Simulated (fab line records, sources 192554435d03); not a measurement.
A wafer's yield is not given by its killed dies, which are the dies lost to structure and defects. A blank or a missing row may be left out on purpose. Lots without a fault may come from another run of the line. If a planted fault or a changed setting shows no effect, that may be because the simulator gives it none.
Chamber matching / flow n5_finfet / N5_BEOL_M0_SAQP_ETCH_83 on rie_diel-05 has 4 sister chambers
The step etches SiARC in CF4, target depth 39 nm, time 65 s. 14 wafers are shown with their chamber, then 7 later ones without.

## EACH WAFER AND ITS CHAMBER
wafer=L074.1; chamber=2; throttle_valve_pct (%)=15.47; showerhead_plenum_p_Torr (Torr)=2.14; oes_product_au (a.u.)=0.66
wafer=L074.3; chamber=3; throttle_valve_pct (%)=15.80; showerhead_plenum_p_Torr (Torr)=2.22; oes_product_au (a.u.)=0.62
wafer=L074.4; chamber=0; throttle_valve_pct (%)=15.31; showerhead_plenum_p_Torr (Torr)=2.08; oes_product_au (a.u.)=0.66
wafer=L075.1; chamber=1; throttle_valve_pct (%)=15.77; showerhead_plenum_p_Torr (Torr)=2.20; oes_product_au (a.u.)=0.59
wafer=L075.4; chamber=3; throttle_valve_pct (%)=15.82; showerhead_plenum_p_Torr (Torr)=2.22; oes_product_au (a.u.)=0.61
wafer=L075.6; chamber=3; throttle_valve_pct (%)=15.82; showerhead_plenum_p_Torr (Torr)=2.22; oes_product_au (a.u.)=0.61
wafer=L078.1; chamber=3; throttle_valve_pct (%)=15.83; showerhead_plenum_p_Torr (Torr)=2.22; oes_product_au (a.u.)=0.61
wafer=L078.2; chamber=0; throttle_valve_pct (%)=15.33; showerhead_plenum_p_Torr (Torr)=2.07; oes_product_au (a.u.)=0.65
wafer=L078.3; chamber=2; throttle_valve_pct (%)=15.50; showerhead_plenum_p_Torr (Torr)=2.13; oes_product_au (a.u.)=0.65
wafer=L080.1; chamber=1; throttle_valve_pct (%)=15.78; showerhead_plenum_p_Torr (Torr)=2.19; oes_product_au (a.u.)=0.58
wafer=L080.4; chamber=3; throttle_valve_pct (%)=15.82; showerhead_plenum_p_Torr (Torr)=2.22; oes_product_au (a.u.)=0.61
wafer=L080.5; chamber=2; throttle_valve_pct (%)=15.51; showerhead_plenum_p_Torr (Torr)=2.13; oes_product_au (a.u.)=0.64
wafer=L085.2; chamber=3; throttle_valve_pct (%)=15.83; showerhead_plenum_p_Torr (Torr)=2.21; oes_product_au (a.u.)=0.60
wafer=L085.4; chamber=2; throttle_valve_pct (%)=15.52; showerhead_plenum_p_Torr (Torr)=2.13; oes_product_au (a.u.)=0.64

SIGNATURES (averages over the wafers above)
reading=throttle_valve_pct; chamber 0=15.3200; chamber 1=15.7750; chamber 2=15.5000; chamber 3=15.8200; scatter within a chamber=0.015
reading=showerhead_plenum_p_Torr; chamber 0=2.0750; chamber 1=2.1950; chamber 2=2.1325; chamber 3=2.2183; scatter within a chamber=0.00508
reading=oes_product_au; chamber 0=0.6550; chamber 1=0.5850; chamber 2=0.6475; chamber 3=0.6100; scatter within a chamber=0.00758
Rule: for a wafer and a chamber, the distance is found by dividing, reading by reading, the gap between the wafer's reading and the chamber's mean by the reading's scatter, squaring, summing and taking the root. If the next closest chamber is less than 2 further off than the closest, the wafer can't be placed; otherwise it belongs to the closest. The scatter is the square root of a quotient: the sum, over the shown wafers, of each reading's squared deviation from its chamber's mean, divided by wafers minus chambers.

## WAFERS WHOSE CHAMBER IS MISSING
wafer=L085.6; throttle_valve_pct (%)=15.35; showerhead_plenum_p_Torr (Torr)=2.07; oes_product_au (a.u.)=0.64
wafer=L086.3; throttle_valve_pct (%)=15.79; showerhead_plenum_p_Torr (Torr)=2.19; oes_product_au (a.u.)=0.59
wafer=L086.4; throttle_valve_pct (%)=15.51; showerhead_plenum_p_Torr (Torr)=2.13; oes_product_au (a.u.)=0.64
wafer=L086.6; throttle_valve_pct (%)=15.83; showerhead_plenum_p_Torr (Torr)=2.21; oes_product_au (a.u.)=0.61
wafer=L088.2; throttle_valve_pct (%)=15.36; showerhead_plenum_p_Torr (Torr)=2.07; oes_product_au (a.u.)=0.63
wafer=L088.4; throttle_valve_pct (%)=15.53; showerhead_plenum_p_Torr (Torr)=2.13; oes_product_au (a.u.)=0.63
wafer=L088.6; throttle_valve_pct (%)=15.54; showerhead_plenum_p_Torr (Torr)=2.13; oes_product_au (a.u.)=0.63

## WHICH CHAMBER EACH ONE RAN IN
wafer=L085.6; from the rows above=0; in truth=0
wafer=L086.3; from the rows above=1; in truth=1
wafer=L086.4; from the rows above=2; in truth=2
wafer=L086.6; from the rows above=3; in truth=3
wafer=L088.2; from the rows above=0; in truth=0
wafer=L088.4; from the rows above=2; in truth=2
wafer=L088.6; from the rows above=2; in truth=2
Placed correctly: 7 of 7. Not placeable from these rows: 0. 0 placed wrongly.
